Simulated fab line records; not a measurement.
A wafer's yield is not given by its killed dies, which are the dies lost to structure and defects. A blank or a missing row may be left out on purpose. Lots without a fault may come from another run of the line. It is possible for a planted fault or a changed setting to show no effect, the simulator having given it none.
The tool behind it: which one?	flow nandHarc	Sampling: 24 lots, 72 wafers, 6 of 1302 route steps

WHAT EACH GAUGE READ, for each wafer
Not one reading of a measure or inspect step in the record can be checked against a usual standard deviation.

WHAT TOOL EACH LOT RAN ON (gives the tool, then ch and the chambers of the sampled wafers, and finally the start)
lot	NHARC_P_GATE_DESCUM_13	NHARC_P_GATE_DESCUM_48	NHARC_P_GATE_STRIP_75	NHARC_P_M1_DESCUM_14	NHARC_P_M1_PVD_21	NHARC_P_M1_DEP_33
L075	rieDiel-03 ch 1,2,3, day 5 02:15	rieDiel-01 ch 0,1,3, day 6 05:08	plasmaAsher-02 ch 0,1, day 6 05:49	rieDiel-02 ch 0,2,3, day 6 22:08	pvdSputter-02, day 7 00:55 or earlier	pecvd-03 ch 1,2, day 7 00:55
L076	rieDiel-03 ch 0,1, day 5 06:59	rieDiel-07 ch 0,1, day 6 18:00	plasmaAsher-01 ch 1, day 6 18:40	rieDiel-09 ch 1,3, day 7 10:16	pvdSputter-01, day 7 13:04 or earlier	pecvd-04 ch 0,1,2, day 7 13:04
L077	rieDiel-07 ch 0,1,2, day 5 14:35	rieDiel-01 ch 0,1, day 6 23:14	plasmaAsher-02 ch 0,1, day 6 23:55	rieDiel-12 ch 2,3, day 7 15:34	pvdSputter-02, day 7 18:22 or earlier	pecvd-04 ch 0,1,2, day 7 18:22
L074	rieDiel-03 ch 0,3, day 5 22:25	rieDiel-07 ch 0,1, day 7 00:58	plasmaAsher-01 ch 0,1, day 7 01:39	rieDiel-12 ch 0,3, day 7 17:43	pvdSputter-01, day 7 20:38 or earlier	pecvd-03 ch 1,2, day 7 20:38
L078	rieDiel-01 ch 2,3, day 5 22:35	rieDiel-07 ch 0,3, day 7 05:35	plasmaAsher-02 ch 0,1, day 7 06:21	rieDiel-12 ch 0,1,3, day 7 22:21	pvdSputter-01, day 8 01:10 or earlier	pecvd-01 ch 0,1,2, day 8 01:10
L079	rieDiel-07 ch 0,1, day 6 10:09	rieDiel-01 ch 0,2,3, day 7 13:59	plasmaAsher-02 ch 0,1, day 7 14:39	rieDiel-09 ch 0,1,2, day 8 06:16	pvdSputter-01, day 8 09:04 or earlier	pecvd-01 ch 0,2, day 8 09:04
L080	rieDiel-01 ch 2,3, day 6 17:37	rieDiel-01 ch 0,1,3, day 8 02:07	plasmaAsher-02 ch 0,1, day 8 02:46	rieDiel-09 ch 2,3, day 8 18:47	pvdSputter-03, day 8 21:39 or earlier	pecvd-01 ch 0,1,2, day 8 21:39
L081	rieDiel-01 ch 1,2,3, day 7 09:47	rieDiel-07 ch 0,2, day 8 11:38	plasmaAsher-01 ch 0,1, day 8 12:19	rieDiel-12 ch 0,1,3, day 9 04:22	pvdSputter-02, day 9 07:05 or earlier	pecvd-03 ch 1,2, day 9 07:05
L082	rieDiel-01 ch 0,1,2, day 7 21:25	rieDiel-03 ch 1,2,3, day 9 01:59	plasmaAsher-01 ch 1, day 9 02:40	rieDiel-12 ch 0,1,3, day 9 18:17	pvdSputter-03, day 9 21:01 or earlier	pecvd-04 ch 0,1,2, day 9 21:01
L083	rieDiel-01 ch 0,2,3, day 8 04:34	rieDiel-01 ch 0,3, day 9 06:26	plasmaAsher-01 ch 0,1, day 9 07:05	rieDiel-12 ch 1,2, day 9 22:47	pvdSputter-01, day 10 01:35 or earlier	pecvd-01 ch 1,2, day 10 01:35
L084	rieDiel-01 ch 0,1,3, day 8 23:59	rieDiel-07 ch 1,2,3, day 10 05:50	plasmaAsher-02 ch 0,1, day 10 06:31	rieDiel-12 ch 1,3, day 10 22:14	pvdSputter-03, day 11 01:01 or earlier	pecvd-04 ch 1,2, day 11 01:01
L085	rieDiel-01 ch 0,1,2, day 9 00:10	rieDiel-07 ch 0,1, day 10 02:51	plasmaAsher-01 ch 0,1, day 10 03:32	rieDiel-12 ch 1,2,3, day 10 19:28	pvdSputter-01, day 10 22:16 or earlier	pecvd-03 ch 0,1,2, day 10 22:16
L086	rieDiel-03 ch 0,3, day 9 09:41	rieDiel-03 ch 0,2, day 10 13:28	plasmaAsher-01 ch 0, day 10 14:08	rieDiel-09 ch 0,2,3, day 11 05:59	pvdSputter-02, day 11 08:43 or earlier	pecvd-04 ch 0,1, day 11 08:43
L088	rieDiel-07 ch 1,2,3, day 10 14:04	rieDiel-01 ch 0,2,3, day 11 18:21	plasmaAsher-01 ch 0,1, day 11 20:43	rieDiel-09 ch 0,1,2, day 12 13:10	pvdSputter-03, day 12 15:53 or earlier	pecvd-03 ch 0,1,2, day 12 15:53
L087	rieDiel-03 ch 1,2,3, day 10 14:15	rieDiel-01 ch 0,1,2, day 11 17:42	plasmaAsher-02 ch 0,1, day 11 20:16	rieDiel-09 ch 0,1, day 12 12:17	pvdSputter-02, day 12 15:05 or earlier	pecvd-01 ch 0,1,2, day 12 15:05
L089	rieDiel-03 ch 0,1,3, day 10 18:20	rieDiel-01 ch 1,2,3, day 12 08:40	plasmaAsher-01 ch 0,1, day 12 09:20	rieDiel-12 ch 0,1,2, day 13 02:08	pvdSputter-01, day 13 04:50 or earlier	pecvd-03 ch 1,2, day 13 04:50
L090	rieDiel-01 ch 0,1,3, day 11 01:28	rieDiel-03 ch 0,2,3, day 12 10:59	plasmaAsher-02 ch 0,1, day 12 11:39	rieDiel-12 ch 0,1,3, day 13 03:17	pvdSputter-02, day 13 06:01 or earlier	pecvd-03 ch 0,1,2, day 13 06:01
L091	rieDiel-07 ch 1,2, day 11 09:19	rieDiel-03 ch 0,1, day 12 17:15	plasmaAsher-01 ch 0,1, day 12 17:56	rieDiel-12 ch 0,2,3, day 13 09:50	pvdSputter-03, day 13 12:36 or earlier	pecvd-01 ch 0,1,2, day 13 12:36
L093	rieDiel-03 ch 2,3, day 12 02:53	rieDiel-01 ch 1,3, day 13 05:13	plasmaAsher-01 ch 0,1, day 13 05:52	rieDiel-09 ch 1,2,3, day 13 21:55	pvdSputter-02, day 14 00:40 or earlier	pecvd-03 ch 0,1,2, day 14 00:40
L092	rieDiel-07 ch 0,2, day 12 03:03	rieDiel-01 ch 0,2,3, day 13 07:51	plasmaAsher-01 ch 0,1, day 13 08:32	rieDiel-12 ch 2,3, day 14 00:02	pvdSputter-03, day 14 02:48 or earlier	pecvd-03 ch 0,1,2, day 14 02:48
L094	rieDiel-03 ch 0,1,2, day 12 15:51	rieDiel-07 ch 1,2,3, day 13 18:29	plasmaAsher-02 ch 0,1, day 13 19:11	rieDiel-12 ch 0,1,3, day 14 10:55	pvdSputter-01, day 14 14:08 or earlier	pecvd-03 ch 1,2, day 14 14:08
L095	rieDiel-03 ch 2,3, day 13 05:07	rieDiel-07 ch 0,3, day 14 10:49	plasmaAsher-02 ch 0,1, day 14 11:31	rieDiel-09 ch 0,1,3, day 15 03:13	pvdSputter-03, day 15 06:02 or earlier	pecvd-03 ch 0,1,2, day 15 06:02
L096	rieDiel-01 ch 0,1, day 13 09:49	rieDiel-07 ch 0,1,3, day 14 14:56	plasmaAsher-01 ch 0,1, day 14 15:35	rieDiel-09 ch 0,1,3, day 15 07:47	pvdSputter-03, day 15 10:56 or earlier	pecvd-01 ch 0,1,2, day 15 10:56
L097	rieDiel-01 ch 0,1,3, day 13 21:37	rieDiel-07 ch 0,2, day 15 02:07	plasmaAsher-02 ch 0,1, day 15 02:47	rieDiel-12 ch 0,2,3, day 15 18:44	pvdSputter-01, day 15 21:29 or earlier	pecvd-03 ch 0,1, day 15 21:29
- NHARC_P_GATE_DESCUM_13: chemistry O2, time 3 s.
- NHARC_P_GATE_DESCUM_48: chemistry O2, time 3 s.
- NHARC_P_GATE_STRIP_75: strips in O2.
- NHARC_P_M1_DESCUM_14: chemistry O2, time 3 s.
- NHARC_P_M1_PVD_21: deposits Cu, target thk 30 nm, time 20.49 s.
- NHARC_P_M1_DEP_33: deposits SiCN, target thk 30 nm.

WHAT THE TOOLS THEMSELVES READ (means of the sampled wafers that have a number; where no wafer has one, the mark that the record gives instead)
NHARC_P_GATE_DESCUM_13. Usual: drypumpMotorCurrentA 5.9 A, standard deviation 0.61; oesProductAu 1.007 a.u., standard deviation 0.0086; rfVppV 57.6 V, standard deviation 0.82; showerheadPlenumPTorr 1.88 Torr, standard deviation 0.064; throttleValvePct 11.312 %, standard deviation 0.0096.
lot	tool	drypumpMotorCurrentA (A)	oesProductAu (a.u.)	rfVppV (V)	showerheadPlenumPTorr (Torr)	throttleValvePct (%)	flag
L075	rieDiel-03	6.0	1.008	57.5	1.89	11.307	
L076	rieDiel-03	6.3	0.999	57.6	1.89	11.316	
L077	rieDiel-07	5.8	1.010	58.2	1.91	11.314	
L074	rieDiel-03	6.0	1.011	57.8	1.84	11.317	
L078	rieDiel-01	5.3	0.999	58.2	1.89	11.311	
L079	rieDiel-07	5.4	1.010	57.0	1.89	11.324	
L080	rieDiel-01	5.3	1.008	57.9	1.89	11.308	
L081	rieDiel-01	5.7	1.004	56.7	1.87	11.306	
L082	rieDiel-01	6.1	1.004	57.7	1.82	11.308	
L083	rieDiel-01	5.5	1.003	57.8	1.86	11.309	
L084	rieDiel-01	5.9	1.000	56.6	1.85	11.306	
L085	rieDiel-01	6.1	0.999	56.4	1.82	11.313	
L086	rieDiel-03	5.9	1.012	57.7	1.84	11.313	
L088	rieDiel-07	5.9	1.002	58.4	1.95	11.322	
L087	rieDiel-03	6.0	1.018	57.7	1.89	11.307	
L089	rieDiel-03	6.1	1.006	57.1	1.89	11.311	
L090	rieDiel-01	5.9	1.005	57.6	1.84	11.315	
L091	rieDiel-07	6.4	1.011	57.7	1.91	11.303	
L093	rieDiel-03	5.8	1.010	57.3	1.83	11.307	
L092	rieDiel-07	5.3	1.013	57.7	1.90	11.300	
L094	rieDiel-03	6.2	1.016	57.1	1.89	11.318	
L095	rieDiel-03	5.8	1.023	57.0	1.83	11.305	
L096	rieDiel-01	6.5	1.007	56.6	1.80	11.318	
L097	rieDiel-01	5.9	1.004	57.4	1.84	11.314	

NHARC_P_GATE_DESCUM_48. Usual: drypumpMotorCurrentA 5.8 A, standard deviation 0.66; oesProductAu 1.006 a.u., standard deviation 0.0094; rfVppV 57.6 V, standard deviation 0.96; showerheadPlenumPTorr 1.88 Torr, standard deviation 0.067; throttleValvePct 11.310 %, standard deviation 0.0092.
lot	tool	drypumpMotorCurrentA (A)	oesProductAu (a.u.)	rfVppV (V)	showerheadPlenumPTorr (Torr)	throttleValvePct (%)	flag
L075	rieDiel-01	5.9	0.996	57.8	1.85	11.301	
L076	rieDiel-07	6.0	1.010	58.2	1.89	11.295	
L077	rieDiel-01	6.5	0.993	57.4	1.80	11.303	
L074	rieDiel-07	5.4	1.018	57.4	1.89	11.312	
L078	rieDiel-07	5.1	1.015	58.0	1.97	11.311	
L079	rieDiel-01	5.5	1.002	57.7	1.86	11.306	
L080	rieDiel-01	5.9	1.007	58.5	1.85	11.317	
L081	rieDiel-07	5.3	1.011	57.5	1.90	11.322	
L082	rieDiel-03	6.0	1.000	57.3	1.89	11.303	
L083	rieDiel-01	5.7	1.005	57.5	1.84	11.311	
L084	rieDiel-07	5.9	1.014	57.9	1.95	11.316	
L085	rieDiel-07	6.0	1.010	56.9	1.89	11.306	
L086	rieDiel-03	6.0	1.018	57.2	1.83	11.302	
L088	rieDiel-01	5.5	0.999	57.8	1.86	11.304	
L087	rieDiel-01	6.1	0.999	57.3	1.82	11.304	
L089	rieDiel-01	5.7	1.009	57.8	1.87	11.306	
L090	rieDiel-03	5.9	1.006	58.2	1.83	11.309	
L091	rieDiel-03	6.4	1.016	57.8	1.94	11.312	
L093	rieDiel-01	6.1	1.007	57.3	1.85	11.307	
L092	rieDiel-01	5.5	1.010	57.7	1.86	11.314	
L094	rieDiel-07	5.9	1.002	58.0	1.95	11.319	
L095	rieDiel-07	5.0	1.012	58.2	1.92	11.321	
L096	rieDiel-07	5.5	1.017	57.4	1.93	11.310	
L097	rieDiel-07	5.3	1.017	57.7	1.90	11.309	

NHARC_P_GATE_STRIP_75. Usual: drypumpMotorCurrentA 5.8 A, standard deviation 0.44; heaterPowerW 335 W, standard deviation 14.
lot	tool	drypumpMotorCurrentA (A)	heaterPowerW (W)	flag
L075	plasmaAsher-02	5.5	351	
L076	plasmaAsher-01	6.2	337	
L077	plasmaAsher-02	5.3	345	
L074	plasmaAsher-01	6.2	335	
L078	plasmaAsher-02	5.3	345	
L079	plasmaAsher-02	5.3	344	
L080	plasmaAsher-02	5.5	347	
L081	plasmaAsher-01	6.2	329	
L082	plasmaAsher-01	6.2	335	
L083	plasmaAsher-01	6.1	322	
L084	plasmaAsher-02	5.5	345	
L085	plasmaAsher-01	6.2	329	
L086	plasmaAsher-01	6.0	315	
L088	plasmaAsher-01	6.1	320	
L087	plasmaAsher-02	5.5	353	
L089	plasmaAsher-01	6.1	324	
L090	plasmaAsher-02	5.5	346	
L091	plasmaAsher-01	6.2	324	
L093	plasmaAsher-01	6.1	320	
L092	plasmaAsher-01	6.2	325	
L094	plasmaAsher-02	5.3	343	
L095	plasmaAsher-02	5.3	338	
L096	plasmaAsher-01	6.1	317	
L097	plasmaAsher-02	5.3	343	

NHARC_P_M1_DESCUM_14. Usual: drypumpMotorCurrentA 5.8 A, standard deviation 0.35; oesProductAu 1.003 a.u., standard deviation 0.0073; rfVppV 57.6 V, standard deviation 0.92; showerheadPlenumPTorr 1.90 Torr, standard deviation 0.086; throttleValvePct 11.311 %, standard deviation 0.0093.
lot	tool	drypumpMotorCurrentA (A)	oesProductAu (a.u.)	rfVppV (V)	showerheadPlenumPTorr (Torr)	throttleValvePct (%)	flag
L075	rieDiel-02	6.0	0.999	57.3	1.86	11.311	
L076	rieDiel-09	6.2	1.004	56.5	1.87	11.312	
L077	rieDiel-12	5.7	1.005	57.2	1.87	11.319	
L074	rieDiel-12	5.7	0.999	57.2	1.82	11.322	
L078	rieDiel-12	5.6	1.005	57.4	1.88	11.317	
L079	rieDiel-09	6.1	1.004	58.0	1.95	11.310	
L080	rieDiel-09	6.4	1.009	57.2	1.86	11.303	
L081	rieDiel-12	5.6	1.006	57.4	1.88	11.312	
L082	rieDiel-12	5.6	1.008	56.8	1.88	11.317	
L083	rieDiel-12	5.5	1.008	57.6	1.98	11.307	
L084	rieDiel-12	5.7	0.996	57.7	1.88	11.312	
L085	rieDiel-12	5.6	1.000	57.9	1.93	11.310	
L086	rieDiel-09	6.2	1.006	57.6	1.88	11.316	
L088	rieDiel-09	6.1	1.000	58.3	1.94	11.302	
L087	rieDiel-09	5.8	0.993	57.7	1.90	11.312	
L089	rieDiel-12	5.5	1.000	58.4	1.93	11.318	
L090	rieDiel-12	5.6	1.004	57.7	1.88	11.311	
L091	rieDiel-12	5.6	1.005	57.5	1.86	11.308	
L093	rieDiel-09	6.3	1.012	58.2	1.92	11.318	
L092	rieDiel-12	5.7	1.000	58.6	1.86	11.314	
L094	rieDiel-12	5.6	1.000	57.2	1.88	11.311	
L095	rieDiel-09	6.0	1.001	57.4	1.88	11.303	
L096	rieDiel-09	6.0	1.002	57.7	1.88	11.312	
L097	rieDiel-12	5.6	0.999	56.7	1.86	11.318	

NHARC_P_M1_PVD_21. Usual: throttleValvePct at 29.8 %, with a standard deviation of 1.
lot	tool	throttleValvePct (%)	flag
L075	pvdSputter-02	29.3	
L076	pvdSputter-01	30.2	
L077	pvdSputter-02	29.7	
L074	pvdSputter-01	29.2	
L078	pvdSputter-01	30.1	
L079	pvdSputter-01	29.3	
L080	pvdSputter-03	29.7	
L081	pvdSputter-02	29.7	
L082	pvdSputter-03	29.6	
L083	pvdSputter-01	31.1	
L084	pvdSputter-03	29.2	
L085	pvdSputter-01	29.3	
L086	pvdSputter-02	30.5	
L088	pvdSputter-03	30.4	
L087	pvdSputter-02	29.9	
L089	pvdSputter-01	30.2	
L090	pvdSputter-02	29.6	
L091	pvdSputter-03	30.5	
L093	pvdSputter-02	30.4	
L092	pvdSputter-03	29.8	
L094	pvdSputter-01	29.5	
L095	pvdSputter-03	30.0	
L096	pvdSputter-03	29.9	
L097	pvdSputter-01	29.4	

NHARC_P_M1_DEP_33. Usual: heaterPowerW 591 W, standard deviation 62; rfFwdPowerW 449.5 W, standard deviation 1.4; susceptorTempC 370.02 C, standard deviation 0.21.
lot	tool	heaterPowerW (W)	rfFwdPowerW (W)	susceptorTempC (C)	flag
L075	pecvd-03	575	449.0	369.91	
L076	pecvd-04	576	449.1	370.21	
L077	pecvd-04	637	449.0	369.92	
L074	pecvd-03	589	449.5	369.93	
L078	pecvd-01	621	450.2	370.07	
L079	pecvd-01	647	450.4	370.16	
L080	pecvd-01	604	449.9	370.14	
L081	pecvd-03	546	447.5	369.88	
L082	pecvd-04	634	450.1	370.09	
L083	pecvd-01	621	450.7	370.00	
L084	pecvd-04	692	448.8	369.87	
L085	pecvd-03	556	450.1	370.20	
L086	pecvd-04	567	448.9	370.15	
L088	pecvd-03	563	450.3	369.93	
L087	pecvd-01	633	451.2	370.18	
L089	pecvd-03	550	451.0	370.01	
L090	pecvd-03	509	449.0	369.91	
L091	pecvd-01	607	449.3	369.97	
L093	pecvd-03	542	449.4	370.03	
L092	pecvd-03	561	450.1	370.26	
L094	pecvd-03	598	447.4	370.17	
L095	pecvd-03	577	450.2	370.04	
L096	pecvd-01	687	449.4	369.93	
L097	pecvd-03	566	449.4	370.05	

THE ANSWER, worked out from the rows above alone
Rule: take the mean of a lot's wafers that have a number; if it is more than 3 standard deviations from the usual mean, the lot is off. A lot without any number at a reading at which 4 lots or more have one is off too. All remaining lots with rows at the step are treated as sound. The gauges are gone through in route order, then the tools' own readings, and for those a lot's mean is taken as printed above. At the first step where some lot is off, the reading lying furthest off is the one used; lots without a number count as furthest.
No lot is off on any of the readings shown, so nothing can be concluded from this.

WHAT THE SIMULATOR HAD INSERTED
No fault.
